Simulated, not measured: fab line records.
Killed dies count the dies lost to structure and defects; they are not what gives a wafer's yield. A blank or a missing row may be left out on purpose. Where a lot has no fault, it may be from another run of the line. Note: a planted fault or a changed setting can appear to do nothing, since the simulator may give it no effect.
The same fault as seen by 2 desks / flow n5_finfet / only its own numbers are on each desk; what lay behind them is given at the end

THE METROLOGY DESK
Means of the sampled wafers that have a number, per lot and without regard to the tool the lot ran on: this is what the gauges read. If a lot's mean is further than 4 standard deviations from the usual mean, the lot is out of limits and carries the mark OUT (the distance appears in the brackets). It has 11 readings; the 7 that lie furthest out on some lot are the ones shown.
Columns: A = CA_OVL at N5_MOL_CONTACT_COAG_OVL_MEAS_09, usual -0.9 nm; B = DIBL_N at N5_BEOL_M4_RC_MEAS_101, usual 36.2 mV/V; C = DIBL_P at N5_BEOL_M4_RC_MEAS_101, usual 36.5 mV/V; D = ION_P at N5_BEOL_M4_RC_MEAS_101, usual 464 uA/um; E = SS_N at N5_BEOL_M4_RC_MEAS_101, usual 71.5 mV/dec; F = SS_P at N5_BEOL_M4_RC_MEAS_101, usual 73.4 mV/dec; G = VT_P at N5_BEOL_M4_RC_MEAS_101, usual -250 mV
lot=L973; first seen here=day 4 18:31; A=-0.3; B=35.8; C=37.4; D=463; E=71.5; F=72.8; G=-249
lot=L978; first seen here=day 5 21:14; A=-0.8; B=37.0; C=36.2; D=456; E=70.7; F=73.4; G=-250
lot=L979; first seen here=day 6 05:27; A=-0.2; B=38.5; C=38.5; D=462; E=71.6; F=74.1; G=-251
lot=L981; first seen here=day 6 16:28; A=-1.9; B=37.8; C=36.6; D=447; E=71.5; F=73.3; G=-257
lot=L986; first seen here=day 7 21:27; A=-1.4; B=36.2; C=36.0; D=472; E=71.8; F=73.4; G=-247
lot=L990; first seen here=day 9 02:36; A=-0.5; B=36.3; C=37.1; D=461; E=72.2; F=73.5; G=-252
lot=L992; first seen here=day 9 10:07; A=-1.1; B=35.7; C=38.1; D=460; E=72.2; F=73.8; G=-251
lot=L993; first seen here=day 9 20:53; A=-0.8; B=37.7; C=36.3; D=464; E=72.3; F=73.5; G=-247
lot=L994; first seen here=day 10 01:12; A=-1.0; B=36.0; C=36.8; D=461; E=71.4; F=73.1; G=-252
This desk's verdict: no lot among the 9 shows anything out of limits.

THE TOOL OWNER'S DESK: ald_sin-01
The tool's own readings at N5_MOL_CONTACT_COAG_ALD_123 (deposits SiNx, target thk 5 nm, pulse time 1 s, purge time 2 s): means of the sampled wafers that have a number, for each lot that ran on this tool. If a lot's mean is further than 4 standard deviations from the usual mean, the lot is out of limits and carries the mark OUT (the distance appears in the brackets).
Columns: A = heater_power_w at N5_MOL_CONTACT_COAG_ALD_123, usual 779 W; B = precursor_pulse_height_rel at N5_MOL_CONTACT_COAG_ALD_123, usual 1.002
lot=L978; first seen here=day 6 06:59; A=832; B=1.014
lot=L979; first seen here=day 6 16:12; A=900; B=1.008
lot=L992; first seen here=day 9 19:29; A=826; B=1.009
lot=L994; first seen here=day 10 10:20; A=854; B=0.992
This desk's verdict: no lot among the 4 shows anything out of limits.

TAKEN TOGETHER
Nothing out of limits was seen by the metrology desk.
The desk of the tool owner found nothing out of limits.

WHAT HAD BEEN PUT IN BY THE SIMULATOR
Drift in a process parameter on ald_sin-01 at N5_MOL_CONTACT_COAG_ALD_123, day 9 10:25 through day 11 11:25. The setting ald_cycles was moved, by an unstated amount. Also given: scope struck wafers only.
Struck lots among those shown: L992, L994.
